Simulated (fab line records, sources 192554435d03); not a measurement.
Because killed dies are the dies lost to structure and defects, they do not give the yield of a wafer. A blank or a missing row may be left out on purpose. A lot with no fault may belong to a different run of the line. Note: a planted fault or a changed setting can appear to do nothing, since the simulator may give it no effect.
Which tool did it? | flow n5_finfet | 24 lots, 72 wafers sampled, at 5 steps of a route of 1938

## WHAT EACH GAUGE READ, for each wafer
N5_PMOS_HMC_CHANNEL_EPI_OVL_MEAS_10. Usual: PMOS_HMC_BLK_OVL gives -0.2 nm (standard deviation 0.72).
lot  | measured    | on         | PMOS_HMC_BLK_OVL (nm) | flag
L074 | day 1 17:22 | overlay-02 | 0.5 0.2 0.1           |
L075 | day 1 23:16 | overlay-02 | -0.3 -1.3 -0.1        |
L076 | day 2 05:23 | overlay-02 | -0.2 0.1 0.6          |
L077 | day 2 11:25 | overlay-02 | -1.3 -1.3 -0.7        |
L078 | day 2 17:15 | overlay-01 | 0.7 0.0 0.2           |
L079 | day 2 23:11 | overlay-02 | 0.8 -0.5 0.0          |
L080 | day 3 05:08 | overlay-01 | 0.4 0.1 1.5           |
L081 | day 3 11:05 | overlay-01 | -0.8 -1.8 -1.5        |
L082 | day 3 17:08 | overlay-01 | -0.9 -0.4 -0.9        |
L083 | day 4 00:41 | overlay-02 | -1.6 -0.3 0.6         |
L084 | day 4 05:41 | overlay-02 | -0.5 -1.3 -0.8        |
L085 | day 4 11:31 | overlay-02 | 0.1 -0.8 0.1          |
L086 | day 4 17:28 | overlay-01 | 0.1 0.1 0.0           |
L087 | day 5 01:39 | overlay-02 | -0.6 -1.0 0.0         |
L088 | day 5 06:07 | overlay-01 | -1.1 -1.9 -0.9        |
L089 | day 5 11:07 | overlay-02 | 0.3 -1.4 -0.2         |
L090 | day 5 17:49 | overlay-01 | -0.8 0.3 -0.4         |
L091 | day 5 23:02 | overlay-01 | 0.3 0.1 0.8           |
L092 | day 6 06:28 | overlay-01 | -2.0 1.1 -0.1         |
L093 | day 6 11:09 | overlay-02 | -0.2 -1.2 -1.0        |
L094 | day 6 17:26 | overlay-01 | 0.2 1.2 1.1           |
L095 | day 6 23:01 | overlay-01 | -0.7 0.2 -0.5         |
L096 | day 7 06:20 | overlay-02 | -0.8 -0.6 -0.9        |
L097 | day 7 11:22 | overlay-02 | -0.1 0.4 -0.2         |

N5_STI_FIN_REVEAL_THK_MEAS_05. Usual: thk_nm reads 131.9 nm (standard deviation 1.2).
lot  | measured    | on            | thk_nm (nm)       | flag
L074 | day 2 08:55 | film_metro-02 | 132.5 131.6 131.3 |
L075 | day 2 17:15 | film_metro-01 | 132.4 132.6 130.7 |
L076 | day 3 07:55 | film_metro-02 | 131.4 132.6 132.2 |
L077 | day 3 10:23 | film_metro-02 | 131.8 133.0 132.8 |
L078 | day 3 16:11 | film_metro-02 | 132.1 131.9 131.9 |
L079 | day 3 17:05 | film_metro-02 | 132.1 132.4 131.2 |
L080 | day 3 21:21 | film_metro-02 | 132.6 132.5 133.0 |
L081 | day 4 03:17 | film_metro-02 | 132.4 132.2 131.3 |
L082 | day 4 09:58 | film_metro-02 | 133.7 133.5 133.6 |
L083 | day 4 18:40 | film_metro-02 | 131.4 131.3 131.5 |
L084 | day 4 21:38 | film_metro-02 | 132.1 132.1 130.6 |
L085 | day 5 07:07 | film_metro-01 | 130.9 131.3 132.1 |
L086 | day 5 15:10 | film_metro-02 | 132.7 130.3 130.0 |
L087 | day 5 21:27 | film_metro-01 | 131.9 131.6 131.2 |
L088 | day 5 23:59 | film_metro-01 | 129.6 129.6 131.5 |
L089 | day 6 03:59 | film_metro-01 | 132.1 129.5 130.1 |
L090 | day 6 10:47 | film_metro-02 | 132.0 132.2 130.5 |
L091 | day 6 16:44 | film_metro-01 | 132.7 130.8 132.7 |
L092 | day 6 23:18 | film_metro-02 | 134.3 133.4 134.3 |
L093 | day 7 05:23 | film_metro-02 | 132.2 132.6 132.6 |
L094 | day 7 09:02 | film_metro-01 | 132.4 130.4 130.2 |
L095 | day 7 16:13 | film_metro-01 | 132.0 132.6 133.5 |
L096 | day 8 00:10 | film_metro-02 | 131.1 131.6 131.0 |
L097 | day 8 03:55 | film_metro-01 | 131.2 131.4 131.2 |

## TOOL THAT RAN EACH LOT (tool first, then ch and the chambers of the sampled wafers, then the start)
lot  | N5_PMOS_HMC_CHANNEL_EPI_EPI_26 | N5_FIN_SAQP_ETCH_52               | N5_FIN_SAQP_ETCH_57
L074 | epi_rpcvd-04 ch 0, day 1 19:55 | rie_diel-02 ch 1,2, day 1 21:55   | rie_diel-03 ch 0,1, day 1 23:53
L075 | epi_rpcvd-03 ch 0, day 2 02:16 | rie_diel-04 ch 1,2,3, day 2 04:20 | rie_diel-03 ch 0,1,2, day 2 06:55
L076 | epi_rpcvd-04 ch 0, day 2 08:14 | rie_diel-04 ch 0,2,3, day 2 10:09 | rie_diel-03 ch 1,3, day 2 12:59
L077 | epi_rpcvd-02 ch 0, day 2 13:59 | rie_diel-04 ch 2,3, day 2 16:14   | rie_diel-02 ch 1,2,3, day 2 18:11
L078 | epi_rpcvd-04 ch 0, day 2 20:05 | rie_diel-04 ch 1,2,3, day 2 22:02 | rie_diel-02 ch 0,1,3, day 3 00:05
L079 | epi_rpcvd-03 ch 0, day 3 01:45 | rie_diel-02 ch 0,2, day 3 03:28   | rie_diel-04 ch 1,2, day 3 05:32
L080 | epi_rpcvd-04 ch 0, day 3 08:06 | rie_diel-02 ch 1,2,3, day 3 09:59 | rie_diel-03 ch 1,2,3, day 3 12:07
L081 | epi_rpcvd-02 ch 0, day 3 13:41 | rie_diel-04 ch 1,3, day 3 15:40   | rie_diel-02 ch 0,1,3, day 3 17:37
L082 | epi_rpcvd-03 ch 0, day 3 19:47 | rie_diel-03 ch 1,2,3, day 3 22:14 | rie_diel-02 ch 0,2,3, day 4 00:18
L083 | epi_rpcvd-03 ch 0, day 4 03:39 | rie_diel-02 ch 0,3, day 4 05:41   | rie_diel-02 ch 2,3, day 4 07:40
L084 | epi_rpcvd-04 ch 0, day 4 08:31 | rie_diel-04 ch 0,1, day 4 10:38   | rie_diel-04 ch 0,1,2, day 4 12:36
L085 | epi_rpcvd-03 ch 0, day 4 14:04 | rie_diel-03 ch 0,3, day 4 16:03   | rie_diel-03 ch 0,2,3, day 4 18:24
L086 | epi_rpcvd-03 ch 0, day 4 19:53 | rie_diel-02 ch 2,3, day 4 21:50   | rie_diel-02 ch 0,1,2, day 5 00:56
L087 | epi_rpcvd-03 ch 0, day 5 04:08 | rie_diel-03 ch 1,2,3, day 5 09:03 | rie_diel-03 ch 0,1,2, day 5 12:00
L088 | epi_rpcvd-03 ch 0, day 5 08:35 | rie_diel-02 ch 0,2,3, day 5 11:58 | rie_diel-04 ch 0,1,3, day 5 14:08
L089 | epi_rpcvd-04 ch 0, day 5 14:00 | rie_diel-02 ch 1,2,3, day 5 16:02 | rie_diel-03 ch 1,3, day 5 18:58
L090 | epi_rpcvd-03 ch 0, day 5 20:16 | rie_diel-03 ch 0,1,2, day 5 23:04 | rie_diel-04 ch 0,1,3, day 6 01:09
L091 | epi_rpcvd-04 ch 0, day 6 01:54 | rie_diel-04 ch 1,3, day 6 03:47   | rie_diel-02 ch 1,2,3, day 6 05:47
L092 | epi_rpcvd-04 ch 0, day 6 08:56 | rie_diel-02 ch 0,1,3, day 6 10:44 | rie_diel-04 ch 0,1,2, day 6 13:42
L093 | epi_rpcvd-04 ch 0, day 6 13:38 | rie_diel-04 ch 0,1,2, day 6 15:59 | rie_diel-04 ch 2,3, day 6 18:11
L094 | epi_rpcvd-03 ch 0, day 6 19:56 | rie_diel-04 ch 1,2, day 6 21:59   | rie_diel-02 ch 1,3, day 6 23:57
L095 | epi_rpcvd-03 ch 0, day 7 01:28 | rie_diel-03 ch 0,1,2, day 7 04:35 | rie_diel-02 ch 0,1,3, day 7 06:43
L096 | epi_rpcvd-03 ch 0, day 7 08:46 | rie_diel-04 ch 0,2,3, day 7 10:53 | rie_diel-03 ch 0,3, day 7 13:28
L097 | epi_rpcvd-03 ch 0, day 7 13:50 | rie_diel-04 ch 0,2, day 7 15:59   | rie_diel-02 ch 0,1,2, day 7 18:02
- N5_PMOS_HMC_CHANNEL_EPI_EPI_26: deposits Si from SiH4/H2, target thk 3.8 nm, time 22.7 s.
- N5_FIN_SAQP_ETCH_52: etches SOC in N2/H2, target depth 100 nm, overetch 20 nm, time 150 s.
- N5_FIN_SAQP_ETCH_57: etches SiNx in CH3F/O2, target depth 32.5 nm, time 46.4 s.

## AS READ BY THE TOOLS THEMSELVES (means over the sampled wafers that have a number; for cases with no such wafer, the mark the record gives instead)
N5_PMOS_HMC_CHANNEL_EPI_EPI_26. Usual: susceptor_temp_C_max 651.5, standard deviation 0.42; throttle_valve_pct 11.07 %, standard deviation 0.25.
lot  | tool         | susceptor_temp_C_max | throttle_valve_pct (%) | flag
L074 | epi_rpcvd-04 | 651.1                | 11.08                  |
L075 | epi_rpcvd-03 | 650.8                | 11.15                  |
L076 | epi_rpcvd-04 | 651.7                | 11.27                  |
L077 | epi_rpcvd-02 | 652.0                | 10.57                  |
L078 | epi_rpcvd-04 | 651.6                | 11.24                  |
L079 | epi_rpcvd-03 | 651.3                | 11.06                  |
L080 | epi_rpcvd-04 | 651.8                | 11.35                  |
L081 | epi_rpcvd-02 | 652.0                | 10.39                  |
L082 | epi_rpcvd-03 | 651.8                | 11.19                  |
L083 | epi_rpcvd-03 | 651.7                | 11.15                  |
L084 | epi_rpcvd-04 | 651.3                | 11.07                  |
L085 | epi_rpcvd-03 | 651.7                | 11.07                  |
L086 | epi_rpcvd-03 | 651.5                | 10.96                  |
L087 | epi_rpcvd-03 | 651.0                | 11.10                  |
L088 | epi_rpcvd-03 | 651.8                | 11.16                  |
L089 | epi_rpcvd-04 | 651.6                | 11.30                  |
L090 | epi_rpcvd-03 | 651.3                | 11.06                  |
L091 | epi_rpcvd-04 | 651.4                | 11.28                  |
L092 | epi_rpcvd-04 | 651.3                | 11.20                  |
L093 | epi_rpcvd-04 | 651.4                | 11.23                  |
L094 | epi_rpcvd-03 | 651.3                | 11.01                  |
L095 | epi_rpcvd-03 | 651.2                | 11.00                  |
L096 | epi_rpcvd-03 | 651.6                | 11.06                  |
L097 | epi_rpcvd-03 | 651.2                | 11.01                  |

N5_FIN_SAQP_ETCH_52. Usual: drypump_motor_current_A 5.9 A, standard deviation 0.49; oes_product_au 0.67 a.u., standard deviation 0.055; rf_vpp_V 523.4 V, standard deviation 2.7; showerhead_plenum_p_Torr 2.52 Torr, standard deviation 0.091; throttle_valve_pct 17.85 %, standard deviation 0.25.
lot  | tool        | drypump_motor_current_A (A) | oes_product_au (a.u.) | rf_vpp_V (V) | showerhead_plenum_p_Torr (Torr) | throttle_valve_pct (%) | flag
L074 | rie_diel-02 | 5.9                         | 0.67                  | 526.9        | 2.65                            | 17.96                  |
L075 | rie_diel-04 | 6.1                         | 0.64                  | 523.7        | 2.52                            | 17.91                  |
L076 | rie_diel-04 | 6.2                         | 0.64                  | 523.1        | 2.49                            | 18.08                  |
L077 | rie_diel-04 | 6.1                         | 0.63                  | 524.1        | 2.55                            | 18.07                  |
L078 | rie_diel-04 | 6.1                         | 0.64                  | 523.2        | 2.52                            | 17.90                  |
L079 | rie_diel-02 | 5.2                         | 0.66                  | 524.7        | 2.58                            | 18.03                  |
L080 | rie_diel-02 | 5.7                         | 0.67                  | 525.7        | 2.62                            | 17.95                  |
L081 | rie_diel-04 | 6.4                         | 0.61                  | 525.2        | 2.57                            | 18.02                  |
L082 | rie_diel-03 | 5.5                         | 0.74                  | 524.0        | 2.52                            | 17.62                  |
L083 | rie_diel-02 | 5.5                         | 0.67                  | 522.9        | 2.50                            | 17.67                  |
L084 | rie_diel-04 | 6.6                         | 0.62                  | 521.2        | 2.45                            | 18.02                  |
L085 | rie_diel-03 | 5.6                         | 0.66                  | 523.3        | 2.50                            | 17.90                  |
L086 | rie_diel-02 | 5.3                         | 0.66                  | 524.6        | 2.61                            | 18.13                  |
L087 | rie_diel-03 | 5.5                         | 0.73                  | 523.2        | 2.52                            | 17.65                  |
L088 | rie_diel-02 | 5.4                         | 0.66                  | 524.1        | 2.53                            | 17.87                  |
L089 | rie_diel-02 | 5.7                         | 0.65                  | 525.7        | 2.61                            | 17.98                  |
L090 | rie_diel-03 | 5.4                         | 0.73                  | 524.5        | 2.57                            | 17.62                  |
L091 | rie_diel-04 | 6.3                         | 0.69                  | 523.6        | 2.54                            | 17.73                  |
L092 | rie_diel-02 | 5.7                         | 0.65                  | 523.7        | 2.52                            | 17.73                  |
L093 | rie_diel-04 | 6.2                         | 0.62                  | 520.5        | 2.45                            | 17.96                  |
L094 | rie_diel-04 | 5.8                         | 0.64                  | 521.4        | 2.45                            | 17.87                  |
L095 | rie_diel-03 | 5.4                         | 0.71                  | 523.2        | 2.56                            | 17.64                  |
L096 | rie_diel-04 | 6.2                         | 0.68                  | 523.0        | 2.47                            | 17.99                  |
L097 | rie_diel-04 | 6.0                         | 0.63                  | 519.4        | 2.42                            | 18.07                  |

N5_FIN_SAQP_ETCH_57. Usual: O2_flow_sccm 20.00 sccm, standard deviation 0.064; drypump_motor_current_A 5.7 A, standard deviation 0.44; etch_rf_on_time_s 46.2 s, standard deviation 0.98; oes_f_703_au 0.75 a.u., standard deviation 0.068; oes_product_au 0.65 a.u., standard deviation 0.061; rf_vpp_V 299 V, standard deviation 6.9; showerhead_plenum_p_Torr 1.99 Torr, standard deviation 0.07; throttle_valve_pct 16.34 %, standard deviation 0.24.
lot  | tool        | O2_flow_sccm (sccm) | drypump_motor_current_A (A) | etch_rf_on_time_s (s) | oes_f_703_au (a.u.) | oes_product_au (a.u.) | rf_vpp_V (V) | showerhead_plenum_p_Torr (Torr) | throttle_valve_pct (%) | flag
L074 | rie_diel-03 | 19.97               | 5.4                         | 45.9                  | 0.86                | 0.76                  | 299          | 2.02                            | 15.96                  |
L075 | rie_diel-03 | 20.00               | 5.4                         | 45.7                  | 0.85                | 0.73                  | 302          | 2.02                            | 16.02                  |
L076 | rie_diel-03 | 20.03               | 5.6                         | 47.0                  | 0.79                | 0.68                  | 288          | 1.95                            | 16.37                  |
L077 | rie_diel-02 | 20.04               | 5.7                         | 45.8                  | 0.75                | 0.64                  | 301          | 2.06                            | 16.41                  |
L078 | rie_diel-02 | 20.03               | 5.7                         | 46.1                  | 0.74                | 0.65                  | 303          | 2.00                            | 16.24                  |
L079 | rie_diel-04 | 20.06               | 6.1                         | 46.7                  | 0.72                | 0.61                  | 293          | 1.95                            | 16.31                  |
L080 | rie_diel-03 | 20.01               | 5.5                         | 46.2                  | 0.82                | 0.71                  | 295          | 1.99                            | 16.20                  |
L081 | rie_diel-02 | 20.03               | 5.7                         | 45.8                  | 0.73                | 0.64                  | 304          | 2.00                            | 16.25                  |
L082 | rie_diel-02 | 20.03               | 5.4                         | 45.8                  | 0.74                | 0.64                  | 299          | 2.00                            | 16.37                  |
L083 | rie_diel-02 | 19.97               | 5.5                         | 45.7                  | 0.77                | 0.65                  | 299          | 2.04                            | 16.43                  |
L084 | rie_diel-04 | 19.96               | 6.2                         | 46.1                  | 0.71                | 0.61                  | 297          | 1.93                            | 16.47                  |
L085 | rie_diel-03 | 19.99               | 5.6                         | 46.1                  | 0.78                | 0.66                  | 295          | 1.97                            | 16.28                  |
L086 | rie_diel-02 | 19.98               | 5.6                         | 47.4                  | 0.70                | 0.62                  | 302          | 2.02                            | 16.37                  |
L087 | rie_diel-03 | 19.95               | 5.5                         | 45.3                  | 0.82                | 0.70                  | 301          | 2.01                            | 16.06                  |
L088 | rie_diel-04 | 20.05               | 6.5                         | 45.8                  | 0.77                | 0.67                  | 300          | 1.97                            | 16.46                  |
L089 | rie_diel-03 | 19.95               | 5.6                         | 47.6                  | 0.77                | 0.65                  | 287          | 1.94                            | 16.42                  |
L090 | rie_diel-04 | 19.98               | 6.5                         | 46.4                  | 0.76                | 0.65                  | 300          | 1.97                            | 16.47                  |
L091 | rie_diel-02 | 20.01               | 5.7                         | 45.4                  | 0.72                | 0.63                  | 302          | 2.05                            | 16.47                  |
L092 | rie_diel-04 | 19.96               | 6.2                         | 46.0                  | 0.69                | 0.59                  | 297          | 1.92                            | 16.51                  |
L093 | rie_diel-04 | 19.95               | 6.1                         | 45.6                  | 0.82                | 0.73                  | 305          | 2.00                            | 16.41                  |
L094 | rie_diel-02 | 19.95               | 6.0                         | 46.3                  | 0.71                | 0.62                  | 305          | 2.06                            | 16.38                  |
L095 | rie_diel-02 | 20.01               | 5.7                         | 45.6                  | 0.72                | 0.63                  | 303          | 1.99                            | 16.30                  |
L096 | rie_diel-03 | 19.96               | 5.7                         | 46.6                  | 0.73                | 0.61                  | 288          | 1.92                            | 16.51                  |
L097 | rie_diel-02 | 20.07               | 5.6                         | 46.4                  | 0.69                | 0.61                  | 301          | 2.01                            | 16.41                  |

## THE ANSWER, worked out from the rows above alone
Rule: take the mean of a lot's wafers that have a number; if it is more than 3 standard deviations from the usual mean, the lot is off. Also off: a lot with no number at a reading for which 4 or more lots have one. The other lots that the step has rows for count as sound. First the gauges in route order, then the tools' own readings, where a lot's mean is used as printed above. At the first step where some lot is off, the reading lying furthest off is the one used; lots without a number count as furthest.
Nothing can be told from this: no lot is off at any reading shown.

## WHAT HAD BEEN PUT IN BY THE SIMULATOR
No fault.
